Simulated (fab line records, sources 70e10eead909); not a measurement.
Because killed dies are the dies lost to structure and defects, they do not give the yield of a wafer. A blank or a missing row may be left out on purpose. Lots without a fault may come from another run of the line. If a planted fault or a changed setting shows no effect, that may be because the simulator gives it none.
Matching of chambers	flow nand-harc	4 sister chambers for NHARC_A_M0_DESCUM_14 on rie-diel-05
The step chemistry O2, time 3 s. 20 wafers are shown with their chamber, then 10 later ones without.

EACH WAFER AND ITS CHAMBER
wafer	chamber	drypump-motor-current-A (A)	oes-product-au (a.u.)	rf-vpp-V (V)
L074.2	0	5.7	1.009	57.7
L074.4	2	5.7	1.011	57.8
L074.5	2	5.7	1.019	56.6
L077.1	1	5.2	1.014	58.9
L077.4	0	5.7	1.003	57.4
L077.6	1	5.2	1.015	56.5
L076.1	2	5.7	1.024	57.0
L076.2	0	5.7	1.007	58.7
L076.5	0	5.7	1.000	58.6
L078.1	3	6.2	1.022	58.1
L078.3	2	5.7	1.025	57.6
L078.5	0	5.7	1.019	57.2
L080.3	2	5.7	1.010	56.6
L080.4	3	6.2	1.018	59.0
L080.5	0	5.7	1.004	56.6
L082.2	1	5.2	1.019	58.1
L082.3	0	5.8	0.997	57.5
L082.5	0	5.7	1.014	58.8
L081.2	1	5.2	1.013	56.7
L081.3	2	5.7	1.019	56.2

SIGNATURES (means of the wafers above)
reading	chamber 0	chamber 1	chamber 2	chamber 3	scatter within a chamber
drypump-motor-current-A	5.713	5.200	5.700	6.200	0.0234
oes-product-au	1.00662	1.01525	1.01800	1.02000	0.00612
rf-vpp-V	57.812	57.550	56.967	58.550	0.822
Rule: for each reading, subtract the chamber's mean from the wafer's reading, divide by that reading's scatter and square the result; add these up over the readings and take the root, which gives the wafer's distance from the chamber. If the next closest chamber is less than 2 further off than the closest, the wafer can't be placed; otherwise it belongs to the closest. The scatter: take each reading less its chamber's mean, square it, sum over the shown wafers, divide by the number of wafers less the number of chambers, and take the root.

WAFERS WITHOUT THEIR CHAMBER
wafer	drypump-motor-current-A (A)	oes-product-au (a.u.)	rf-vpp-V (V)
L081.5	5.7	1.032	57.2
L084.1	5.7	0.999	56.8
L084.2	6.2	1.006	58.0
L084.3	5.7	1.029	58.1
L088.1	5.2	1.025	57.2
L088.2	5.7	1.028	56.2
L088.4	6.2	1.004	58.5
L087.3	5.7	1.017	58.2
L087.4	5.7	1.039	58.3
L087.5	5.7	1.023	56.7

WHICH CHAMBER EACH ONE RAN IN
wafer	from the rows above	in truth
L081.5	can't be placed: 2 or 0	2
L084.1	can't be placed: 0 or 2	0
L084.2	3	3
L084.3	can't be placed: 2 or 0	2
L088.1	1	1
L088.2	2	2
L088.4	3	3
L087.3	can't be placed: 2 or 0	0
L087.4	can't be placed: 2 or 0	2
L087.5	2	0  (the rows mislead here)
Correct placement for 4 of the 10. Can't be placed from these rows: 5 (the true chamber is among the candidates in 5). Wrongly placed: 1.
